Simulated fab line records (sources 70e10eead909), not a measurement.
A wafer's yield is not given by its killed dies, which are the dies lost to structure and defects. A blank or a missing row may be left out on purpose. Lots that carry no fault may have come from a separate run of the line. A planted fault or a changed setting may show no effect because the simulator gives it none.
fab line records | flow nand_harc
record: lots: 11 wafers: 33 last_day: 31
route steps=1302 shown A_STAIRCASE@808 A_BONDPAD@1218 THIN_TSV@1280 END@1302
lots that met no fault: taken from a fault-free run of the same line
start_h: hours from the record's opening day to when the first of the lot's shown wafers began | wait_h: hours from the lot's prior step to this one | " the same as in the row above | L1.1+2: one row covering several wafers at once | - value missing, or start not given | * or withheld: withheld | < > ~ a bound
route shown NAME@n: a module of which the file shows steps, and the number in the route of the first | usual: mean and standard deviation over wafers with no fault | same: alike in all rows | chamber/n: place in a boat | sites: each site's reading | _std_site: the values' standard deviation | _edge_site: mean of outer sites minus mean of inner sites | radius_mm: for every site, how far away it sits from the centre of the wafer | mask NAME#n: copy n | behind: tool/chamber where the wafer was last shaped | hold: cause of the lot's hold/its duration in hours/its outcome | device: the n, p or np transistor that did not switch | end of line: tests of these same wafers at the route's end | step lacking rows: just its recipe | killed: dies that structure and defects cost at the first sort, which is not the same as the wafer's yield | map: the dies of a wafer, with x for killed, . for not killed, _ for no die there
set.NAME: setting as actually run; set.NAME@STEP: the setting as run at that earlier step | model.NAME: the simulator's own value behind a step, which no gauge read
the route's steps for a sample of lots (tables are steps, rows are wafers)
services: a tool's chamber out of use, with start hour (start_h, from the record's first day; less than 0 if before it), hours out, and reason
== steps ==
step: NHARC_A_STAIRCASE_ETCH_292
recipe: cf4_flow_sccm: 100 chf3_flow_sccm: 30 ar_flow_sccm: 0 rf_w: 500 bias_w: 200 chemistry: CF4/CHF3
usual: drypump_motor_current_A: 5.8/0.46 oes_product_au: 0.939/0.02 rf_vpp_V: 370.4/2.7 showerhead_plenum_p_Torr: 1.57/0.078 throttle_valve_pct: 16.802/0.0094
columns lot.wafer tool chamber start_h wait_h drypump_motor_current_A oes_product_au rf_hours_counter_h rf_vpp_V showerhead_plenum_p_Torr throttle_valve_pct
L922.3 rie_diel-12 1 371.12 0.1 5.4 0.976 32 374.5 1.69 16.806
L922.2 " 2 " " 6.3 0.970 32 369.1 1.50 16.803
L922.6 " 0 " " 5.7 0.958 - 372.2 1.63 16.791
L926.3 rie_diel-08 3 420.86 0.1 5.8 0.940 11 367.8 1.49 16.802
L926.1 " 0 " " 4.8 0.921 13 373.3 1.68 16.805
L926.6 " 3 " " 5.9 0.928 - 368.0 1.49 16.808
L929.3 rie_diel-12 2 458.87 0.1 6.3 0.978 0 367.8 1.49 16.804
L929.4 " 0 " " 5.7 0.961 0 374.0 1.63 16.798
L929.2 " 1 " " 5.4 0.979 0 373.6 1.68 16.799
L930.1 rie_diel-11 2 467.28 0.1 6.4 0.965 9 373.0 1.70 16.795
L930.3 " 3 " " 5.4 0.967 9 367.6 1.48 16.795
L930.5 " 2 " " 6.4 0.956 - 376.7 1.70 16.800
L932.2 rie_diel-08 2 489.17 0.1 6.3 0.921 34 369.7 1.57 16.803
L932.3 " 3 " " 5.9 0.928 33 366.0 1.48 16.809
L932.6 " 3 " " 5.9 0.920 - 367.1 1.48 16.815
L933.4 rie_diel-12 0 489.61 0.1 5.7 0.927 12 373.8 1.62 16.807
L933.2 " 3 " " 6.3 0.928 10 369.6 1.54 16.794
L933.5 " 0 " " 5.7 0.932 - 373.4 1.62 16.796
L934.3 rie_diel-12 0 504.65 0.4 5.7 0.944 17 372.5 1.62 16.794
L934.5 " 0 " " 5.7 0.934 - 370.5 1.62 16.824
L934.6 " 2 " " 6.3 0.937 - 367.6 1.49 16.811
L936.3 rie_diel-12 0 527.77 0.1 5.7 0.953 26 372.8 1.62 16.801
L936.2 " 1 " " 5.4 0.967 18 374.2 1.68 16.803
L936.6 " 3 " " 6.2 0.964 - 370.1 1.53 16.803
L938.2 rie_diel-08 1 529.44 0.1 5.7 0.932 38 367.2 1.46 16.786
L938.1 " 2 " " 6.3 0.929 52 370.0 1.56 16.800
L938.5 " 1 " " 5.7 0.932 - 367.4 1.46 16.803
L937.1 rie_diel-12 1 533.36 0.1 5.4 0.919 19 374.2 1.68 16.805
L937.6 " 1 " " 5.4 0.915 - 374.5 1.68 16.812
L937.5 " 2 " " 6.3 0.919 - 367.4 1.49 16.800
L940.1 rie_diel-12 0 559.88 0.1 5.7 0.934 37 373.1 1.62 16.793
L940.3 " 1 " " 5.4 0.919 31 373.7 1.68 16.777
L940.5 " 0 " " 5.7 0.939 - 370.0 1.62 16.797
step: NHARC_A_BONDPAD_DESCUM_11
recipe: time_s: 3 o2_flow_sccm: 200 ar_flow_sccm: 0 bias_power_w: 0 chemistry: O2
usual: drypump_motor_current_A: 5.8/0.42 o2_flow_sccm: 199.9/0.6 oes_product_au: 0.998/0.0082 rf_vpp_V: 57.9/0.97 showerhead_plenum_p_Torr: 1.91/0.1 throttle_valve_pct: 11.310/0.0096
columns lot.wafer tool chamber start_h wait_h drypump_motor_current_A o2_flow_sccm oes_product_au rf_hours_counter_h rf_vpp_V showerhead_plenum_p_Torr throttle_valve_pct
L922.3 rie_diel-04 0 541.56 - 4.9 199.3 0.992 0 57.8 2.02 11.306
L922.2 " 1 " " 5.6 200.2 0.999 0 58.9 2.03 11.307
L922.6 " 2 " " 5.6 199.8 0.987 - 57.8 1.86 11.327
L926.1 rie_diel-08 2 577.99 - 6.3 199.2 0.987 4 58.5 1.89 11.317
L926.3 " 3 " " 5.9 199.0 0.997 4 56.8 1.79 11.304
L926.6 " 2 " " 6.3 199.6 0.993 - 58.8 1.89 11.328
L929.4 rie_diel-08 2 605.99 - 6.3 200.9 1.000 13 59.0 1.89 11.292
L929.2 " 3 " " 5.9 200.5 1.002 13 57.9 1.79 11.306
L929.3 " 1 " " 5.7 200.4 0.994 14 58.1 2.07 11.303
L930.1 rie_diel-03 2 617.72 - 6.0 199.4 1.007 4 58.9 2.01 11.318
L930.3 " 3 " " 5.5 199.4 1.011 4 59.2 1.97 11.293
L930.5 " 1 " " 6.2 200.9 0.999 - 57.4 1.84 11.308
L933.4 rie_diel-04 3 636.45 - 6.3 200.1 0.986 16 55.2 1.76 11.309
L933.2 " 1 " " 5.7 201.2 0.979 18 58.1 2.02 11.308
L933.5 " 3 " " 6.3 200.2 0.991 - 57.3 1.76 11.330
L932.2 rie_diel-08 1 638.33 - 5.7 199.7 1.012 26 58.0 2.07 11.320
L932.3 " 2 " " 6.3 200.4 0.997 22 57.6 1.89 11.305
L932.6 " 2 " " 6.3 200.1 0.991 - 57.9 1.89 11.314
L934.3 rie_diel-03 1 652.34 - 6.1 199.8 1.006 0 57.3 1.84 11.321
L934.5 " 3 " " 5.5 199.6 0.999 - 59.0 1.97 11.312
L934.6 " 0 " " 5.7 199.5 1.000 - 57.7 1.79 11.318
L937.1 rie_diel-03 3 680.14 - 5.5 200.7 1.001 1 58.0 1.97 11.307
L937.5 " 3 " " 5.5 200.3 1.002 - 59.6 1.97 11.302
L937.6 " 0 " " 5.7 198.9 1.012 - 59.5 1.79 11.302
L936.3 rie_diel-03 0 682.14 - 5.7 200.4 1.000 1 56.3 1.79 11.306
L936.2 " 2 " " 6.0 199.8 0.996 1 58.3 2.01 11.323
L936.6 " 0 " " 5.7 201.3 1.007 - 56.9 1.79 11.303
L938.2 rie_diel-08 1 687.65 - 5.7 200.4 0.990 37 59.8 2.06 11.283
L938.1 " 2 " " 6.3 199.9 0.991 36 56.8 1.88 11.317
L938.5 " 2 " " 6.3 199.6 0.994 - 58.1 1.88 11.321
L940.3 rie_diel-03 3 707.29 - 5.5 200.1 1.009 3 58.7 1.97 11.293
L940.1 " 0 " " 5.6 200.5 0.996 2 55.3 1.79 11.324
L940.5 " 2 " " 6.0 199.8 1.002 - 56.9 2.01 11.304
step: NHARC_A_BONDPAD_STRIP_15
recipe: o2_flow_sccm: 500 ar_flow_sccm: 0 bias_w: 0 chemistry: O2
usual: drypump_motor_current_A: 5.8/0.35 o2_flow_sccm: 500.0/1.5 oes_product_au: 1.000/0.0063 rf_vpp_V: 57.7/0.9 showerhead_plenum_p_Torr: 3.53/0.16 throttle_valve_pct: 17.036/0.0086
columns lot.wafer tool chamber start_h wait_h drypump_motor_current_A o2_flow_sccm oes_product_au rf_hours_counter_h rf_vpp_V showerhead_plenum_p_Torr throttle_valve_pct
L922.3 rie_diel-03 2 541.94 0.1 6.1 499.6 1.007 2 57.5 3.69 17.032
L922.2 " 1 " " 6.1 500.7 0.999 2 55.7 3.40 17.033
L922.6 " 2 " " 6.0 497.5 1.001 - 57.6 3.69 17.032
L926.1 rie_diel-03 3 578.42 0.1 5.5 503.8 0.990 3 57.7 3.63 17.034
L926.3 " 0 " " 5.6 497.8 1.000 4 57.2 3.32 17.028
L926.6 " 0 " " 5.7 498.2 1.010 - 58.9 3.32 17.026
L929.4 rie_diel-03 2 606.44 0.1 6.0 499.0 1.013 4 57.6 3.69 17.033
L929.2 " 3 " " 5.6 499.7 1.008 4 55.4 3.63 17.043
L929.3 " 1 " " 6.1 500.7 1.003 4 57.3 3.40 17.026
L930.3 rie_diel-03 2 618.10 0.1 6.0 497.9 0.997 4 56.7 3.69 17.036
L930.1 " 3 " " 5.6 501.9 0.990 4 57.6 3.63 17.019
L930.5 " 2 " " 6.1 500.3 1.008 - 58.4 3.69 17.034
L933.4 rie_diel-04 0 636.84 0.1 4.9 499.0 0.999 18 58.1 3.70 17.039
L933.2 " 1 " " 5.7 500.0 0.994 18 58.0 3.71 17.049
L933.5 " 0 " " 4.9 500.9 1.002 - 59.3 3.70 17.024
L932.3 rie_diel-08 1 638.74 0.1 5.8 500.0 1.003 26 58.5 3.79 17.029
L932.2 " 2 " " 6.3 498.6 1.005 23 55.8 3.49 17.046
L932.6 " 0 " " 4.9 499.3 1.012 - 57.2 3.73 17.041
L934.3 rie_diel-03 0 652.76 0.1 5.7 499.8 1.009 0 57.0 3.32 17.041
L934.5 " 1 " " 6.2 496.8 1.004 - 56.8 3.40 17.027
L934.6 " 2 " " 6.0 498.8 0.990 - 59.4 3.69 17.037
L937.1 rie_diel-03 3 680.55 0.1 5.5 498.2 1.006 1 58.3 3.63 17.059
L937.6 " 2 " " 6.0 501.7 0.994 - 56.6 3.69 17.039
L937.5 " 3 " " 5.5 498.0 0.991 - 59.1 3.63 17.026
L936.2 rie_diel-04 2 682.52 0.1 5.6 501.2 0.992 23 58.3 3.43 17.045
L936.3 " 1 " " 5.6 500.1 0.997 26 57.5 3.71 17.049
L936.6 " 2 " " 5.7 499.6 1.002 - 56.1 3.43 17.038
L938.2 rie_diel-04 0 688.08 0.1 4.9 500.3 0.994 29 57.5 3.70 17.023
L938.1 " 1 " " 5.6 500.3 0.989 27 57.2 3.71 17.037
L938.5 " 3 " " 6.3 500.2 0.988 - 57.3 3.27 17.026
L940.3 rie_diel-04 2 707.68 0.1 5.6 502.0 0.996 27 58.1 3.43 17.031
L940.1 " 0 " " 4.9 501.0 0.992 31 60.5 3.69 17.047
L940.5 " 2 " " 5.7 500.3 0.997 - 56.8 3.43 17.029
step: NHARC_THIN_TSV_PRE_CLEAN_54
recipe: time_s: 30 temp_c: 280 gas: H2/He
usual: heater_power_w: 385/33
columns lot.wafer tool chamber start_h wait_h heater_power_w
L922.2 pvd_sputter-03 - 562.97 0.1 357
L922.3 " - " " 432
L922.6 " - " " 397
L926.1 pvd_sputter-01 - 602.28 0.1 377
L926.3 " - " " 456
L926.6 " - " " 444
L929.2 pvd_sputter-03 - 624.96 0.1 339
L929.3 " - " " 365
L929.4 " - " " 426
L930.1 pvd_sputter-02 - 637.49 0.1 375
L930.3 " - " " 351
L930.5 " - " " 374
L932.2 pvd_sputter-02 - 656.63 0.1 332
L932.3 " - " " 356
L932.6 " - " " 371
L933.2 pvd_sputter-02 - 657.59 0.1 373
L933.4 " - " " 402
L933.5 " - " " 343
L934.3 pvd_sputter-01 - 672.08 0.1 429
L934.6 " - " " 412
L934.5 " - " " 427
L936.3 pvd_sputter-03 - 699.99 0.0 428
L936.2 " - " " 348
L936.6 " - " " 393
L937.1 pvd_sputter-02 - 701.12 0.1 354
L937.6 " - " " 377
L937.5 " - " " 360
L938.2 pvd_sputter-02 - 707.32 0.0 355
L938.1 " - " " 347
L938.5 " - " " 393
L940.3 pvd_sputter-02 - 726.94 0.1 347
L940.1 " - " " 362
L940.5 " - " " 371
step: NHARC_END_SORT_01
recipe: temp_c: 25
usual: killed_at_array: 55/17 killed_at_other: 1.1/1.4 killed_at_periphery: 3.9/3 killed_dies: 59/17 killed_open: 3.5/2 killed_short: 2.6/1.6
same: gross_dies: 677
columns lot.wafer tool chamber start_h wait_h killed_at_array killed_at_other killed_at_periphery killed_dies killed_open killed_short
L937.1 prober-02 0 709.97 2.4 109 0 0 109 2 1
L937.5 prober-02 0 713.20 3.7 134 0 0 134 1 3
L937.6 prober-02 0 714.01 4.0 108 0 2 110 2 2
L940.1 prober-02 0 737.09 2.5 130 0 6 136 5 0
L940.3 prober-02 0 738.72 3.1 114 0 5 119 2 3
L940.5 prober-02 0 740.35 3.8 108 0 6 114 3 1
killed by level:class
L937.1 A_STAIRCASE:unspecified=70 A_CHANNEL_HOLE_D1:chamber_film_flake=24 A_CHANNEL_HOLE_D2:chamber_film_flake=5 A_SLIT:chamber_film_flake=2 A_CONTACT:chamber_film_flake=2 A_CHANNEL_FILL_D1:geometric_particle:open=1 A_DECK1_JOINT:geometric_particle:short=1 A_CHANNEL_FILL_D2:geometric_particle:open=1
L937.5 A_STAIRCASE:unspecified=76 A_CHANNEL_HOLE_D2:chamber_film_flake=26 A_CHANNEL_HOLE_D1:chamber_film_flake=23 A_SLIT:chamber_film_flake=2 A_ONON_D1:geometric_particle:short=1 A_CHANNEL_HOLE_D1:geometric_particle:short=1 A_CHANNEL_FILL_D2:geometric_particle:short=1 A_BLC:geometric_particle:open=1
L937.6 A_STAIRCASE:unspecified=71 A_CHANNEL_HOLE_D1:chamber_film_flake=13 A_CHANNEL_HOLE_D2:chamber_film_flake=10 A_CONTACT:chamber_film_flake=5 A_DECK1_JOINT:chamber_film_flake=3 P_CONTACT:geometric_particle:short=1 A_CHANNEL_FILL_D1:geometric_particle:open=1 A_CONTACT:geometric_particle:open=1
L940.1 A_STAIRCASE:unspecified=63 A_SLIT:chamber_film_flake=37 A_CHANNEL_HOLE_D1:chamber_film_flake=18 A_STAIRCASE:chamber_film_flake=3 P_ZERO_WELL:chamber_film_flake=2 P_M2:chamber_film_flake=2 A_M0:chamber_film_flake=2 P_CONTACT:geometric_particle:open=1
L940.3 A_STAIRCASE:unspecified=54 A_CHANNEL_HOLE_D1:chamber_film_flake=25 A_SLIT:chamber_film_flake=23 A_STAIRCASE:chamber_film_flake=4 A_WL_FILL:chamber_film_flake=3 A_CHANNEL_HOLE_D1:geometric_particle:short=2 P_BONDPAD:chamber_film_flake=2 P_M1:geometric_particle:open=1
L940.5 A_STAIRCASE:unspecified=49 A_CHANNEL_HOLE_D1:chamber_film_flake=26 A_SLIT:chamber_film_flake=23 P_M2:chamber_film_flake=3 A_M0:chamber_film_flake=3 A_STAIRCASE:chamber_film_flake=2 A_WL_FILL:chamber_film_flake=2 P_M0:geometric_particle:open=1
== services ==
columns tool chamber start_h hours kind
rie_diel-04 - 354.96 9.0 pm
rie_diel-08 - 370.64 9.0 pm
rie_diel-03 1 374.22 4.5 repair
rie_diel-08 1 406.95 5.1 repair
rie_diel-04 - 441.09 0.2 repair
rie_diel-12 - 449.15 9.0 pm
rie_diel-03 - 458.30 9.0 pm
pvd_sputter-02 - 460.02 10.0 pm
rie_diel-12 - 471.86 0.6 repair
rie_diel-03 3 482.18 9.9 repair
rie_diel-04 2 484.07 5.5 repair
pvd_sputter-02 - 490.90 2.3 repair
rie_diel-12 1 495.04 11.0 repair
rie_diel-04 - 495.09 1.9 repair
rie_diel-08 1 498.58 30.5 repair
rie_diel-04 - 509.26 0.9 repair
rie_diel-08 - 547.64 9.0 pm
rie_diel-03 1 573.52 8.2 repair
rie_diel-03 - 600.47 0.3 repair
rie_diel-12 - 626.15 9.0 pm
rie_diel-03 - 635.30 9.0 pm
rie_diel-08 1 649.11 6.7 repair
rie_diel-12 - 690.23 0.2 repair
rie_diel-08 - 724.64 9.0 pm
== key ==
first_sign: step: NHARC_END_SORT_01 reading: killed_at_array direction: up sigmas: 3.7 usual: 55 struck: 117
effect: step: NHARC_END_SORT_01 reading: killed_dies direction: up sigmas: 3.6 usual: 59 struck: 120
more_kills_born_at: NHARC_A_STAIRCASE_ETCH_292@rie_diel-12: 383
met_at NHARC_A_STAIRCASE_ETCH_292
struck_lots L937,L940
tester_left_out L937,L940
not_acting_at NHARC_A_BONDPAD_DESCUM_11,NHARC_A_BONDPAD_STRIP_15,NHARC_THIN_TSV_PRE_CLEAN_54
onset_between 527.77 533.36
fault: kind: chamber_particle_source tool: rie_diel-12 chamber: - onset_h: 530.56 steps: NHARC_A_STAIRCASE_ETCH_292 rate_per_visit_cm2: 0.4739 end_h: 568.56
tester_left_out: of these lots the tester's yield and bins aren't shown, on N5 and GAA mostly nor the transistor test; their killed dies are dies lost to structure and defects alone, not to doping, threshold or leakage, so they don't give the yield
